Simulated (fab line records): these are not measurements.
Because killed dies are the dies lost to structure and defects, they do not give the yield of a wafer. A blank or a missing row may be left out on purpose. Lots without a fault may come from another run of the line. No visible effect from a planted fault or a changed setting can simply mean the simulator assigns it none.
8D (eight disciplines) problem report, filled in by code / flow n5Finfet / the parts of the form that need people (team, actions taken, sign-off) are left out

## 1. THE PROBLEM
Wafers without a fault read 15000 W, standard deviation 2.9; cathodeDcPowerW at N5_BEOL_M13_SPUTTER_44 reads a mean of 16566 W on 6 wafers belonging to 2 lots. That is +99 or more standard deviations from the usual mean.
The step: material Ta, target thk 10 nm, time 16.13 s.
Seen first at day 14 20:13 on pvdSputter-01, wafer L226.1. The record holds 29 wafers of 11 lots with a number at this step. Rule for "out", or "out of limits": more than 4 standard deviations from the usual mean. The rest of the wafers with a number are treated as sound.

## 2. WHAT IT IS, WHAT IT ISN'T
question=which readings at this step | is=cathodeDcPowerW | is not=susceptorTempC, throttleValvePct
question=which lots | is=L226, L228 | is not=L212, L213, L214, L215, L220, L229, L230, L232, L233
question=which wafers of those lots | is=all that have a number | is not=-
question=read on which tools | is=pvdSputter-01 | is not=pvdSputter-02, pvdSputter-03
question=when | is=from day 14 20:13 | is not=up to then (14 sound wafers); but 9 sound wafers of L229, L230, L232, L233 came after

## 3. WHAT RULES OUT EACH SUSPECT
Counting: a tool stays on the suspect list if, at a process step up to the reading, it processed all lots that are out and no sound lot following the first of them.
- pvdSputter-01 at N5_BEOL_M13_SPUTTER_44 (material Ta, target thk 10 nm, time 16.13 s): kept. It processed each lot that is out, first L226 at day 14 20:13, and no sound lot thereafter; up to then, the last sound lot it processed was L220 at day 13 12:26. Its own readings are out on those wafers: cathodeDcPowerW.
Remaining after the count: pvdSputter-01 at N5_BEOL_M13_SPUTTER_44.

## 4. THE CAUSE (what the simulator had put in)
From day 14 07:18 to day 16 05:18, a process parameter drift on pvdSputter-01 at N5_BEOL_M13_SPUTTER_44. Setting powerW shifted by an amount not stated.
Only this tool survived the counting.

## 5. THE EFFECT CHAIN, in route order
Each row: a reading where the mean over the struck wafers with a number is more than 3 standard deviations away from the usual. Only readings for which the record gives a usual standard deviation are gone through. hours: the time from each lot's start at the first step in this table that gives one to its start at this step, as a median over the lots. sigmas: the change in usual standard deviations.
hours=0; step=N5_BEOL_M13_SPUTTER_44; reading=cathodeDcPowerW; usual=15000 W; on struck wafers=16566; change=+1566; sigmas=+99 or more
It contains these process steps:
- N5_BEOL_M13_SPUTTER_44: material Ta, target thk 10 nm, time 16.13 s.

## 6. WHAT WOULD HAVE CAUGHT IT SOONER
First out-of-limits reading in this record: day 14 20:13, which is 13 hours after fault onset at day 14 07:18.
